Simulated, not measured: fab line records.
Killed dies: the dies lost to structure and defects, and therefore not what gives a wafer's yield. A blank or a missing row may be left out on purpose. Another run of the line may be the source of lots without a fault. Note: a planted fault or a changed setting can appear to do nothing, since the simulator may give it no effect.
fab line records | flow nandHarc
[record] lots = 5 wafers = 15 lastDay = 30
route steps=1302 shown THIN_TSV@1288 END@1301
lots that met no fault: from a run of the same line without faults
startH: the number of hours between the record's first day and the start of the first shown wafer of the lot | waitH: hours since the lot's step before | " the same as in the row above | L1.1+2: several wafers, shown together as one row | - either no value or no given start | * or withheld: withheld | < > ~ a bound
route shown NAME@n: a module of which the file shows steps, and the number in the route of the first | usual: mean/standard deviation of fault-free wafers | same: alike in all rows | chamber/n: place in a boat | sites: readings site by site | _std_site: the standard deviation of these | _edge_site: mean of outer sites minus mean of inner sites | radiusMm: how far each site lies from the wafer's centre | mask NAME#n: copy n | behind: tool/chamber where the wafer was last shaped | hold: what put the lot on hold/how long, in hours/how the hold closed | device: which transistor (n, p or np) failed to switch | end of line: the route-end tests of the same wafers | a step without rows: its recipe alone | killed: at the first sort, the dies lost to defects and structure; wafer yield is something else | map: shows each die of a wafer: x if killed, . if not, _ if none is there
set.NAME: the setting that was run; set.NAME@STEP: the one run at that earlier step | model.NAME: the simulator's own value behind a step, which no gauge read
lots at some steps of the route; a table a step, a row a wafer
services: the hour from which a tool's chamber was out of use, counted from the record's first day as startH (under 0 if before that day), plus the number of hours and why
[[steps]]
[step NHARC_THIN_TSV_EXPOSE_30]
[recipe] na = 0.55 doseMj = 11.47 maskId = PAD
[usual] reticleTempC = 22.99/0.12
// columns lot.wafer tool chamber startH waitH mask reticleTempC
L074.2 krfScanner-01 0 550.49 - PAD#0 22.74
L074.3 " 0 " " PAD#0 23.01
L074.6 " 0 " " PAD#0 23.01
L081.4 krfScanner-02 0 630.22 - PAD#0 23.07
L081.5 " 0 " " PAD#0 23.02
L081.6 " 0 " " PAD#0 22.96
L082.1 krfScanner-01 0 636.44 - PAD#0 23.01
L082.2 " 0 " " PAD#0 23.17
L082.6 " 0 " " PAD#0 22.96
L085.1 krfScanner-02 0 671.63 - PAD#0 22.99
L085.5 " 0 " " PAD#0 23.05
L085.6 " 0 " " PAD#0 22.85
L091.2 krfScanner-03 0 715.39 - PAD#0 23.09
L091.5 " 0 " " PAD#0 22.96
L091.6 " 0 " " PAD#0 23.05
[step NHARC_THIN_TSV_PEB_31]
[recipe] pebTempC = 118 pebTimeS = 85
[usual] heaterPowerTotalW = 163.96/0.26
// columns lot.wafer tool chamber startH waitH heaterPowerTotalW
L074.2 lithoTrack-05 0 550.55 0.1 164.09
L074.3 " 0 " " 164.39
L074.6 " 0 " " 164.42
L081.4 lithoTrack-05 0 630.28 0.0 163.94
L081.5 " 0 " " 164.09
L081.6 " 0 " " 163.77
L082.1 lithoTrack-03 0 636.51 0.1 163.81
L082.2 " 0 " " 164.23
L082.6 " 0 " " 164.14
L085.1 lithoTrack-05 0 671.69 0.1 164.45
L085.5 " 0 " " 164.28
L085.6 " 0 " " 163.81
L091.2 lithoTrack-03 0 715.45 0.1 163.93
L091.5 " 0 " " 164.27
L091.6 " 0 " " 164.12
[step NHARC_THIN_TSV_DEVELOP_32]
[recipe] timeS = 70
// columns lot.wafer tool chamber startH waitH
L074.2+3+6 lithoTrack-05 0 - -
L081.4+5+6 lithoTrack-05 0 - -
L082.1+2+6 lithoTrack-03 0 - -
L085.1+5+6 lithoTrack-05 0 - -
L091.2+5+6 lithoTrack-03 0 - -
[step NHARC_THIN_TSV_CD_MEAS_33]
[recipe] targetCdNm = 5000 landingEnergyEv = 500
[usual] cdNm = 4999.3/1.6
// columns lot.wafer tool chamber startH waitH cdNm
L074.2 cdSem-01 0 550.65 - 5000.3
L074.3 " 0 " " 4999.3
L074.6 " 0 " " 4996.7
L081.4 cdSem-03 0 630.37 - 5001.0
L081.5 " 0 " " 5000.7
L081.6 " 0 " " 5001.2
L082.1 cdSem-01 0 636.60 - 4997.1
L082.2 " 0 " " 4997.4
L082.6 " 0 " " 4999.4
L085.1 cdSem-02 0 671.78 - 4998.6
L085.5 " 0 " " 4997.9
L085.6 " 0 " " 5000.5
L091.2 cdSem-01 0 715.54 - 4998.4
L091.5 " 0 " " 4998.2
L091.6 " 0 " " 4999.0
[step NHARC_THIN_TSV_HARDBAKE_34]
[recipe] tempC = 125 timeS = 80
[usual] heaterPowerTotalW = 184.0/0.74
// columns lot.wafer tool chamber startH waitH heaterPowerTotalW
L074.2 lithoTrack-03 0 550.73 - 182.9
L074.3 " 0 " " 183.6
L074.6 " 0 " " 184.8
L081.4 lithoTrack-05 0 630.45 - 184.7
L081.5 " 0 " " 184.9
L081.6 " 0 " " 184.7
L082.1 lithoTrack-03 0 636.68 - 184.9
L082.2 " 0 " " 184.8
L082.6 " 0 " " 184.7
L085.1 lithoTrack-02 0 671.86 - 183.7
L085.5 " 0 " " 183.6
L085.6 " 0 " " 184.5
L091.2 lithoTrack-03 0 715.62 - 184.3
L091.5 " 0 " " 184.5
L091.6 " 0 " " 184.5
[step NHARC_THIN_TSV_DESCUM_35]
[recipe] timeS = 3 o2FlowSccm = 200 arFlowSccm = 0 biasPowerW = 0 chemistry = O2
[usual] drypumpMotorCurrentA = 5.9/0.46 oesProductAu = 0.999/0.0097 rfVppV = 57.8/0.8 showerheadPlenumPTorr = 1.94/0.057 throttleValvePct = 11.311/0.01
[same] biasPowerW = 0
// columns lot.wafer tool chamber startH waitH drypumpMotorCurrentA oesProductAu rfHoursCounterH rfVppV showerheadPlenumPTorr throttleValvePct
L074.2 rieDiel-06 2 550.82 - 6.8 1.012 4.5 57.0 1.91 11.306
L074.3 " 3 " " 6.1 1.010 4.7 57.8 1.97 11.320
L074.6 " 2 " " 6.7 1.007 - 57.3 1.91 11.307
L081.4 rieDiel-13 1 630.53 - 5.4 0.983 5.6 59.4 1.99 11.317
L081.5 " 0 " " 6.2 0.986 - 58.0 1.86 11.296
L081.6 " 1 " " 5.5 0.988 - 58.4 1.99 11.318
L082.1 rieDiel-06 2 636.76 - 6.7 0.996 8.7 57.7 1.91 11.291
L082.2 " 3 " " 6.1 1.004 8.9 56.4 1.97 11.321
L082.6 " 2 " " 6.7 1.009 - 57.2 1.91 11.299
L085.1 rieDiel-10 3 671.98 - 5.9 1.007 3.9 57.6 1.95 11.297
L085.6 " 0 " " 5.3 1.009 - 58.4 2.02 11.313
L085.5 " 1 " " 6.2 0.997 - 58.6 1.95 11.310
L091.2 rieDiel-06 2 715.70 - 6.7 0.997 2.7 57.9 1.90 11.296
L091.5 " 2 " " 6.7 1.000 - 57.5 1.90 11.299
L091.6 " 3 " " 6.1 1.009 - 58.1 1.97 11.330
[step NHARC_THIN_TSV_ETCH_59]
[recipe] targetDepthA = 8800 icpW = 900 biasW = 100 Cl2_flow_sccm = 60 bcl3FlowSccm = 30 timeS = 138.1 chemistry = Cl2/BCl3
[usual] biasW = 100.03/0.29 drypumpMotorCurrentA = 6.2/0.39 oesProductAu = 0.999/0.0086 throttleValvePct = 22.264/0.0095
// columns lot.wafer tool chamber startH waitH biasW drypumpMotorCurrentA oesProductAu rfHoursCounterH throttleValvePct
L074.2 rieMetal-01 1 550.99 0.2 100.24 6.8 0.991 2.7 22.274
L074.3 " 0 " " 99.52 6.5 1.000 - 22.263
L074.6 " 1 " " 99.89 6.8 0.993 - 22.265
L081.4 rieMetal-01 1 630.72 0.2 100.57 6.8 1.000 - 22.278
L081.5 " 1 " " 100.51 6.8 0.986 - 22.270
L081.6 " 0 " " 100.11 6.5 1.000 - 22.271
L082.1 rieMetal-03 0 636.89 0.1 99.45 6.0 1.005 2.4 22.256
L082.2 " 0 " " 99.35 6.0 1.007 - 22.257
L082.6 " 0 " " 100.15 6.0 1.010 - 22.236
L085.1 rieMetal-01 1 672.07 0.1 99.51 6.8 0.996 1.5 22.259
L085.5 " 1 " " 99.53 6.8 1.001 - 22.266
L085.6 " 0 " " 99.85 6.5 1.006 - 22.265
L091.2 rieMetal-02 0 715.86 0.1 100.17 5.8 0.998 1.3 22.256
L091.5 " 1 " " 99.73 5.8 0.997 - 22.266
L091.6 " 0 " " 100.19 5.8 0.986 - 22.257
[step NHARC_THIN_TSV_ETCH_36]
[recipe] targetDepthA = 650 overEtchFrac = 0.3 timeS = 18.571 ionEnergyEv = 150 chemistry = Cl2/BCl3
[usual] drypumpMotorCurrentA = 6.2/0.38 oesProductAu = 0.998/0.0096
// columns lot.wafer tool chamber startH waitH drypumpMotorCurrentA oesProductAu rfHoursCounterH
L074.2 rieMetal-01 0 551.22 0.2 6.6 0.999 2.8
L074.3 " 0 " " 6.5 1.013 -
L074.6 " 1 " " 6.8 1.008 -
L081.4 rieMetal-01 0 630.93 0.2 6.6 1.005 -
L081.5 " 1 " " 6.8 0.995 -
L081.6 " 0 " " 6.5 0.997 -
L082.1 rieMetal-03 0 637.36 0.4 6.0 1.004 2.7
L082.2 " 0 " " 6.0 1.001 -
L082.6 " 0 " " 6.0 1.008 -
L085.1 rieMetal-01 0 672.34 0.2 6.5 0.994 1.6
L085.6 " 1 " " 6.8 0.978 -
L085.5 " 0 " " 6.5 0.989 -
L091.2 rieMetal-02 0 716.09 0.2 5.8 0.993 1.4
L091.6 " 1 " " 5.8 1.005 -
L091.5 " 0 " " 5.8 0.992 -
[step NHARC_THIN_TSV_STRIP_56]
[recipe] powerW = 1500 tempC = 250 chemistry = O2
[usual] drypumpMotorCurrentA = 6.19/0.21 heaterPowerW = 346/31
// columns lot.wafer tool chamber startH waitH drypumpMotorCurrentA heaterPowerW rfHoursCounterH
L074.2 plasmaAsher-02 0 551.31 0.1 6.28 366 26
L074.3 " 1 " " 6.44 363 -
L074.6 " 0 " " 6.31 363 -
L081.4 plasmaAsher-02 1 631.15 0.2 6.44 371 -
L081.5 " 0 " " 6.31 382 -
L081.6 " 1 " " 6.44 372 -
L082.2 plasmaAsher-01 1 637.50 0.1 6.15 317 22
L082.1 " 0 " " 5.88 321 22
L082.6 " 0 " " 5.90 324 -
L085.1 plasmaAsher-01 1 672.43 0.1 6.16 313 28
L085.5 " 1 " " 6.18 316 -
L085.6 " 0 " " 5.88 316 -
L091.2 plasmaAsher-02 0 716.18 0.1 6.29 376 23
L091.5 " 0 " " 6.29 382 -
L091.6 " 1 " " 6.44 372 -
[step NHARC_THIN_TSV_STRIP_57]
[recipe] timeS = 1200 tempC = 72.5 chemistry = postEtchResidueRemover
// columns lot.wafer tool chamber startH waitH
L074.2+3+6 wetBench-10 2,3,4 551.67 0.3
L081.6+4+5 wetBench-08 7,0,3 631.38 0.1
L082.2+6+1 wetBench-10 2,3,5 637.86 0.3
L085.6+5+1 wetBench-10 3,6,0 672.78 0.1
L091.6+5+2 wetBench-10 7,0,2 716.54 0.1
[step NHARC_THIN_TSV_CD_MEAS_37]
[usual] cdNm = 4999.5/2.4
// columns lot.wafer tool chamber startH waitH cdNm
L074.2 cdSem-01 - 552.11 - 5000.0
L074.3 " - " " 4999.2
L074.6 " - " " 4995.2
L081.4 cdSem-01 - 631.87 - 4998.8
L081.5 " - " " 4999.2
L081.6 " - " " 5003.0
L082.1 cdSem-01 - 638.29 - 4998.3
L082.2 " - " " 4996.2
L082.6 " - " " 4999.5
L085.1 cdSem-01 - 673.23 - 5000.8
L085.5 " - " " 4997.1
L085.6 " - " " 5004.1
L091.2 cdSem-02 - 716.99 - 4998.3
L091.5 " - " " 4999.0
L091.6 " - " " 4998.9
[step NHARC_THIN_TSV_ANNEAL_58]
[recipe] tempC = 400 timeS = 1800
[usual] spikeTcUpperC = 399.7/1.3 zonePowerCentrePct = 4.4/0.58 zonePowerTopPct = 11.3/0.9
// columns lot.wafer tool chamber startH waitH spikeTcUpperC zonePowerCentrePct zonePowerTopPct
L074.2 furnace-07 0 553.42 1.3 397.9 3.9 11.6
L074.3 " 0 " " 399.5 3.9 11.7
L074.6 " 0 " " 397.9 3.9 11.6
L081.4 furnace-01 0 635.07 3.2 401.0 4.2 10.2
L081.5 " 0 " " 400.3 4.2 10.2
L081.6 " 0 " " 399.6 4.1 10.1
L082.1 furnace-01 0 641.50 3.2 401.2 4.2 10.1
L082.2 " 0 " " 400.3 4.3 10.3
L082.6 " 0 " " 399.6 4.2 10.3
L085.1 furnace-01 0 676.44 3.2 399.9 4.3 10.2
L085.5 " 0 " " 401.2 4.2 10.0
L085.6 " 0 " " 399.8 4.2 10.1
L091.2 furnace-01 0 723.36 6.4 400.4 4.2 10.2
L091.5 " 0 " " 401.5 4.2 10.3
L091.6 " 0 " " 399.4 4.2 10.0
[step NHARC_THIN_TSV_INSPECT_40]
[usual] rawDefectCount = 567/87
// columns lot.wafer tool chamber startH waitH rawDefectCount
L074.2 defectInspect-02 - 554.86 0.4 686
L074.3 " - " " 641
L074.6 " - " " 566
L081.4 defectInspect-01 - 636.52 0.4 479
L081.5 " - " " 461
L081.6 " - " " 423
L082.1 defectInspect-01 - 642.94 0.4 544
L082.2 " - " " 532
L082.6 " - " " 579
L085.1 defectInspect-01 - 677.87 0.4 564
L085.5 " - " " 657
L085.6 " - " " 544
L091.2 defectInspect-01 - 724.79 0.4 697
L091.5 " - " " 521
L091.6 " - " " 632
[step NHARC_END_WLT_00]
[usual] VT_DECK1_BOTTOM = 0.873/0.0078 VT_DECK1_BOTTOM_INNER = 0.872/0.0075 VT_DECK1_MEDIAN_NEAR_BOTTOM = 0.873/0.008 VT_DECK1_MEDIAN_NEAR_BOTTOM_INNER = 0.873/0.008 VT_DECK1_MIDDLE = 0.884/0.0076 VT_DECK1_MIDDLE_INNER = 0.885/0.0082 VT_DECK1_TOP = 0.896/0.0076 VT_DECK1_TOP_INNER = 0.896/0.0076 VT_DECK2_BOTTOM = 0.870/0.0089 VT_DECK2_BOTTOM_INNER = 0.870/0.0084 VT_DECK2_MEDIAN_NEAR_BOTTOM = 0.871/0.008 VT_DECK2_MEDIAN_NEAR_BOTTOM_INNER = 0.871/0.0085 VT_DECK2_MIDDLE = 0.883/0.0084 VT_DECK2_MIDDLE_INNER = 0.883/0.0077 VT_DECK2_TOP = 0.896/0.0074 VT_DECK2_TOP_INNER = 0.895/0.0065
// columns lot.wafer tool chamber startH waitH VT_DECK1_BOTTOM VT_DECK1_BOTTOM_INNER VT_DECK1_MEDIAN_NEAR_BOTTOM VT_DECK1_MEDIAN_NEAR_BOTTOM_INNER VT_DECK1_MIDDLE VT_DECK1_MIDDLE_INNER VT_DECK1_TOP VT_DECK1_TOP_INNER VT_DECK2_BOTTOM VT_DECK2_BOTTOM_INNER VT_DECK2_MEDIAN_NEAR_BOTTOM VT_DECK2_MEDIAN_NEAR_BOTTOM_INNER VT_DECK2_MIDDLE VT_DECK2_MIDDLE_INNER VT_DECK2_TOP VT_DECK2_TOP_INNER
L074.2 prober-01 - 563.14 8.3 0.862 0.864 0.867 0.868 0.880 0.879 0.886 0.889 0.871 0.873 0.878 0.890 0.892 0.881 0.893 0.895
L074.3 " - " " 0.864 0.868 0.872 0.867 0.884 0.882 0.898 0.892 0.878 0.878 0.883 0.878 0.892 0.893 0.891 0.895
L074.6 " - 565.13 10.3 0.872 0.875 0.875 0.868 0.887 0.878 0.905 0.902 0.882 0.889 0.880 0.881 0.892 0.888 0.902 0.892
L081.4 prober-02 - 638.08 1.6 0.870 0.876 0.874 0.877 0.888 0.895 0.902 0.906 0.888 0.883 0.881 0.889 0.890 0.887 0.903 0.900
L081.5 " - " " 0.866 0.874 0.867 0.870 0.890 0.885 0.906 0.904 0.887 0.881 0.884 0.875 0.897 0.893 0.901 0.906
L081.6 " - " " 0.882 0.877 0.881 0.881 0.892 0.889 0.902 0.902 0.876 0.875 0.879 0.874 0.895 0.894 0.912 0.898
L082.1 prober-01 - 642.99 0.0 0.876 0.873 0.875 0.873 0.884 0.882 0.894 0.910 0.877 0.874 0.883 0.871 0.887 0.890 0.893 0.891
L082.2 " - " " 0.877 0.873 0.875 0.874 0.887 0.891 0.903 0.901 0.871 0.880 0.881 0.872 0.883 0.890 0.906 0.893
L082.6 " - 645.50 2.6 0.876 0.874 0.872 0.876 0.881 0.887 0.890 0.907 0.868 0.870 0.868 0.868 0.880 0.881 0.894 0.892
L085.1 prober-01 - 679.33 1.5 0.866 0.868 0.866 0.871 0.878 0.883 0.892 0.894 0.879 0.880 0.864 0.875 0.887 0.882 0.903 0.902
L085.5 " - 681.32 3.4 0.872 0.867 0.882 0.878 0.886 0.886 0.904 0.888 0.871 0.874 0.868 0.871 0.896 0.889 0.904 0.902
L085.6 " - " " 0.877 0.873 0.874 0.875 0.882 0.894 0.891 0.898 0.874 0.879 0.880 0.873 0.886 0.893 0.908 0.901
L091.2 prober-02 - 725.35 0.6 0.859 0.858 0.863 0.856 0.867 0.873 0.888 0.884 0.865 0.861 0.866 0.864 0.873 0.873 0.894 0.893
L091.5 " - 726.84 2.1 0.875 0.867 0.859 0.862 0.869 0.866 0.884 0.885 0.871 0.859 0.861 0.872 0.873 0.879 0.888 0.896
L091.6 " - " " 0.855 0.861 0.863 0.860 0.878 0.867 0.879 0.877 0.858 0.862 0.856 0.860 0.875 0.869 0.893 0.896
[step NHARC_END_SORT_01]
[recipe] tempC = 25
[usual] defectLimitedYield = 90.2/2.3 killedAtArray = 62/15 killedAtOther = 0.8/1 killedAtPeriphery = 3.7/2.6 killedDies = 66/15 killedOpen = 3.1/1.8 killedShort = 2.6/1.7
[same] grossDies = 677
// columns lot.wafer tool chamber startH waitH defectLimitedYield[%] killedAtArray killedAtOther killedAtPeriphery killedDies killedOpen killedShort
L085.5 prober-01 0 685.52 3.7 89.8 67 0 2 69 3 3
L085.6 prober-01 0 686.33 4.0 88.3 78 0 1 79 8 1
// killed by level:class
L085.5 A_CHANNEL_HOLE_D1:chamberFilmFlake=25 A_CHANNEL_HOLE_D2:chamberFilmFlake=15 A_M1:chamberFilmFlake=6 A_CONTACT:chamberFilmFlake=4 A_CHANNEL_FILL_D1:chamberFilmFlake=4 A_WL_FILL:chamberFilmFlake=4 A_ONON_D1:geometricParticle:open=1 A_ONON_D1:geometricParticle:short=1
L085.6 A_CHANNEL_HOLE_D1:chamberFilmFlake=39 A_CHANNEL_HOLE_D2:chamberFilmFlake=19 A_CONTACT:chamberFilmFlake=9 A_ONON_D1:geometricParticle:open=2 A_BLC:geometricParticle:open=2 A_CHANNEL_FILL_D1:geometricParticle:open=1 A_DECK1_JOINT:geometricParticle:open=1 A_ONON_D2:geometricParticle:open=1
[[services]]
// columns tool chamber startH hours kind
krfScanner-01 - 568.76 1.6 repair
plasmaAsher-01 - 572.15 6.2 repair
rieMetal-01 - 575.00 9.0 pm
rieMetal-03 1 579.61 77.7 repair
rieMetal-03 - 587.34 2.9 repair
rieDiel-06 - 605.15 0.4 repair
plasmaAsher-02 - 606.29 9.0 pm
krfScanner-02 - 610.00 4.0 pm
rieMetal-03 0 614.74 2.1 repair
wetBench-10 - 624.52 2.2 repair
lithoTrack-03 - 625.00 7.0 pm
krfScanner-01 - 625.56 2.9 repair
rieDiel-06 0 626.52 5.6 repair
rieMetal-02 - 631.00 9.0 pm
lithoTrack-05 - 649.00 7.0 pm
krfScanner-01 - 656.00 4.0 pm
rieDiel-06 - 661.20 9.0 pm
wetBench-10 - 663.20 8.0 pm
rieDiel-06 - 674.04 0.7 repair
krfScanner-01 - 679.91 0.6 repair
rieMetal-03 0 685.37 9.5 repair
krfScanner-02 - 687.06 7.3 repair
rieMetal-01 0 695.42 9.2 repair
rieDiel-06 - 704.33 1.2 repair
[[key]]
fault none
